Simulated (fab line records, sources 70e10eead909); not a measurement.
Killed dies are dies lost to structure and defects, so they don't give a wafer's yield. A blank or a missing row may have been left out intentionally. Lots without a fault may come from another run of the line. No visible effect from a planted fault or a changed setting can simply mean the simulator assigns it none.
What tool caused it? :: flow nand_harc :: 12 lots, 36 wafers sampled, at 2 steps of a route of 1159

== WHAT THE GAUGES READ, wafer by wafer ==
NHARC_A_CONTACT_OVL_MEAS_09.
lot: L077
measured: day 17 06:52
on: overlay-02
overlay_x_nm (nm): -0.6 -0.1 -0.7

lot: L079
measured: day 17 08:53
on: overlay-02
overlay_x_nm (nm): 1.7 1.6 1.5

lot: L076
measured: day 17 11:57
on: overlay-02
overlay_x_nm (nm): 0.1 0.1 0.2

lot: L082
measured: day 19 01:33
on: overlay-02
overlay_x_nm (nm): -0.1 -0.4 -0.1

lot: L083
measured: day 19 09:39
on: overlay-02
overlay_x_nm (nm): 0.7 1.8 1.7

lot: L084
measured: day 19 16:38
on: overlay-01
overlay_x_nm (nm): -1.3 -1.4 -1.4

lot: L089
measured: day 20 21:39
on: overlay-01
overlay_x_nm (nm): 0.9 0.6 0.7

lot: L091
measured: day 21 01:56
on: overlay-02
overlay_x_nm (nm): 1.7 0.8 1.7

lot: L088
measured: day 21 09:12
on: overlay-02
overlay_x_nm (nm): -0.2 -0.1 -0.5

lot: L095
measured: day 21 14:16
on: overlay-02
overlay_x_nm (nm): 0.9 1.2 1.4

lot: L092
measured: day 22 07:03
on: overlay-02
overlay_x_nm (nm): 1.5 1.8 1.5

lot: L096
measured: day 22 14:13
on: overlay-02
overlay_x_nm (nm): -0.9 -0.9 -0.4

== TOOL THAT RAN EACH LOT (tool first, then ch and the chambers of the sampled wafers, then the start) ==
lot: L077
NHARC_A_CONTACT_ETCH_102: rie_diel-13 ch 1,2, day 16 19:11

lot: L079
NHARC_A_CONTACT_ETCH_102: rie_diel-06 ch 1,2,3, day 16 23:19

lot: L076
NHARC_A_CONTACT_ETCH_102: rie_diel-05 ch 2,3, day 17 02:26

lot: L082
NHARC_A_CONTACT_ETCH_102: rie_diel-13 ch 1,2,3, day 18 12:17

lot: L083
NHARC_A_CONTACT_ETCH_102: rie_diel-05 ch 0,1,3, day 18 18:17

lot: L084
NHARC_A_CONTACT_ETCH_102: rie_diel-06 ch 0,2,3, day 19 01:20

lot: L089
NHARC_A_CONTACT_ETCH_102: rie_diel-06 ch 0,1,3, day 20 06:17

lot: L091
NHARC_A_CONTACT_ETCH_102: rie_diel-06 ch 0,3, day 20 12:28

lot: L088
NHARC_A_CONTACT_ETCH_102: rie_diel-06 ch 1,2,3, day 20 18:37

lot: L095
NHARC_A_CONTACT_ETCH_102: rie_diel-06 ch 0,1,2, day 21 00:04

lot: L092
NHARC_A_CONTACT_ETCH_102: rie_diel-06 ch 1,2, day 21 19:58

lot: L096
NHARC_A_CONTACT_ETCH_102: rie_diel-13 ch 2,3, day 22 02:52
- NHARC_A_CONTACT_ETCH_102: etches the open film in CF4/O2, target depth 70 nm, overetch 7 nm, time 38.5 s.

== THE ANSWER, worked out from the rows above alone ==
Rule: the lots themselves supply what counts as usual. Put in order of their means at a reading, lots are off if they are a third of the lots or fewer, leave a main group of 4 or more, and stand apart from it by a gap of 3 or more times the standard deviation of the main group's means; of several such gaps the widest counts. The tables above print the reading to a certain number of digits; a main group whose means all agree to those digits is not used. A lot without any number at a reading at which 4 lots or more have one is off too. Any other lot the step has rows for is counted as sound.
No lot is off on any of the readings shown, so nothing can be concluded from this.

== WHAT WAS PUT IN BY THE SIMULATOR ==
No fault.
